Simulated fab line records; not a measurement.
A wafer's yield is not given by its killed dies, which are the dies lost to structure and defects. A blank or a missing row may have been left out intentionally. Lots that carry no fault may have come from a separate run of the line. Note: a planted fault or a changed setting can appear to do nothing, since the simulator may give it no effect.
Struck lot and sound lot, side by side :: flow n5-finfet :: 25 steps out of a route of 1938
Sound: these wafers, L224.2, L224.3, L224.4. Struck: wafer L234.2. (L234.1, L234.5 of the same lot were not struck and are left out.) The cause comes at the end.
Each step with rows lists, per side, the tool, then ch with its chambers, then its first start. Under that, the readings that differ: sound wafers :: struck wafers :: difference of the means :: sigmas: that difference in standard deviations of wafers without a fault.
alike: readings whose means differ by less than 2 such deviations, and words and numbers that are the same on both sides. not compared: withheld readings, readings that some wafer has no value for, bounds like >300 that may hide the same value, and numbers for which the record gives no deviation and whose values overlap.
Wherever a step has rows on one side only, a row that says differs or no value, or a row with sigmas, the two part there. Numbers that have no deviation but don't overlap get no sigmas and don't part them. A reading that every wafer of one side lacks parts them only if that side has two wafers or more.

first, 9 steps without rows for these wafers: N5_BEOL_M2_EXPOSE_08 (exposes mask M2); N5_BEOL_M2_PEB_09 (peb time 60 s); N5_BEOL_M2_DEVELOP_10 (develop time 30 s); N5_BEOL_M2_DESCUM_16 (chemistry O2, time 7 s); N5_BEOL_M2_ETCH_74 (etches underlayer in N2/H2, target depth 6.5 nm, time 5.2 s); N5_BEOL_M2_ETCH_63 (etches SiARC in CF4, target depth 15.6 nm, time 26 s); N5_BEOL_M2_ETCH_64 (etches SOC in N2/H2, target depth 75 nm, overetch 22.5 nm, time 121.9 s); N5_BEOL_M2_STRIP_65 (strips in N2/H2); N5_BEOL_M2_STRIP_75 (strips in N2/H2).
N5_BEOL_M2_STRIP_66: strips in CF4.
  sound on rie-diel-01 ch 0,1,2, day 10 02:59; struck on rie-diel-03 ch 1, day 12 19:13
  alike: drypump-motor-current-A, oes-product-au, rf-fwd-power-W, rf-vpp-V, showerhead-plenum-p-Torr, throttle-valve-pct
  not compared: rf-hours-counter-h
then, 11 steps without rows for these wafers: N5_BEOL_M2_HM_OPEN_17 (chemistry Cl2/BCl3, target TiN, target depth 20 nm, overetch 6 nm); N5_BEOL_M2_STRIP_19 (strips in O2); N5_BEOL_M2_COAT_67 (time 60 s, resist thk 60 nm); N5_BEOL_M2_COAT_68 (time 60 s, resist thk 12 nm); N5_BEOL_M2_COAT_76 (time 60 s, resist thk 5 nm); N5_BEOL_M2_COAT_22 (resist thk 30 nm); N5_BEOL_M2_EBR_24; N5_BEOL_M2_SOFTBAKE_23 (time 60 s); N5_BEOL_M2_EXPOSE_25 (exposes mask V1, defocus 5 nm); N5_BEOL_M2_PEB_26 (peb time 60 s); N5_BEOL_M2_DEVELOP_27 (develop time 30 s).
N5_BEOL_M2_INSPECT_30: inspects for defects (brightfield).
  struck on defect-inspect-01, day 12 19:51; sound on defect-inspect-02, day 10 03:43
reading: raw-defect-count
sound: 363 438 414
struck: 753
difference: +348
sigmas: +4
then, 1 step without rows for these wafers: N5_BEOL_M2_DESCUM_33 (chemistry O2, time 7 s).
N5_BEOL_M4_RC_MEAS_101:
  sound on prober-02 ch 0, day 11 11:02; struck on prober-01 ch 0, day 14 05:49
reading: VT_N (mV)
sound: 241 243 242
struck: 250
difference: +8
sigmas: +2
  alike: DIBL_N, DIBL_P, IOFF_N, IOFF_P, ION_N, ION_P, SS_N, SS_P, VT_P
-- record jumps: 5 days separate the struck wafers' starts on either side; left off in module BEOL_M4, taken up again in module PASSIVATION, whose first shown step is the route's number 1936 --
N5_PASSIVATION_PROBE_49:
  struck on prober-02, day 19 05:49; sound on prober-02, day 16 08:23
reading: defect-limited-yield (%)
sound: 92.4 91.6 93.2
struck: 85.3
difference: -7.1
sigmas: -5

reading: killed_at_M0_to_M3
sound: 24 37 30
struck: 119
difference: +89
sigmas: +9

reading: killed-at-other
sound: 12 6 4
struck: 2
difference: -5
sigmas: -2

reading: killed-dies
sound: 90 99 80
struck: 173
difference: +83
sigmas: +6

reading: killed-on-rim
sound: 8 10 9
struck: 30
difference: +21
sigmas: +5

reading: killed-open
sound: 64 63 50
struck: 84
difference: +25
sigmas: +2

reading: sort_bin_5_function (%)
sound: 4.1 5.4 4.2
struck: 8.4
difference: +3.8
sigmas: +4

reading: sort_bin_6_memory (%)
sound: 3.4 2.8 2.5
struck: 5.0
difference: +2.1
sigmas: +3

reading: sort-n-pass
sound: 1090 1081 1100
struck: 1007
difference: -83
sigmas: -5

reading: sort-yield-pct (%)
sound: 92.4 91.6 93.2
struck: 85.3
difference: -7.1
sigmas: -5
  alike: killed_at_M4_up, killed-at-contacts, killed-at-front-end, killed-short, sort_bin_4_leakage, sort_bin_8_speed

## WHERE THEY PART
At N5_BEOL_M2_INSPECT_30 first; at N5_PASSIVATION_PROBE_49 last (within this record only).

WHY: what the simulator had put in
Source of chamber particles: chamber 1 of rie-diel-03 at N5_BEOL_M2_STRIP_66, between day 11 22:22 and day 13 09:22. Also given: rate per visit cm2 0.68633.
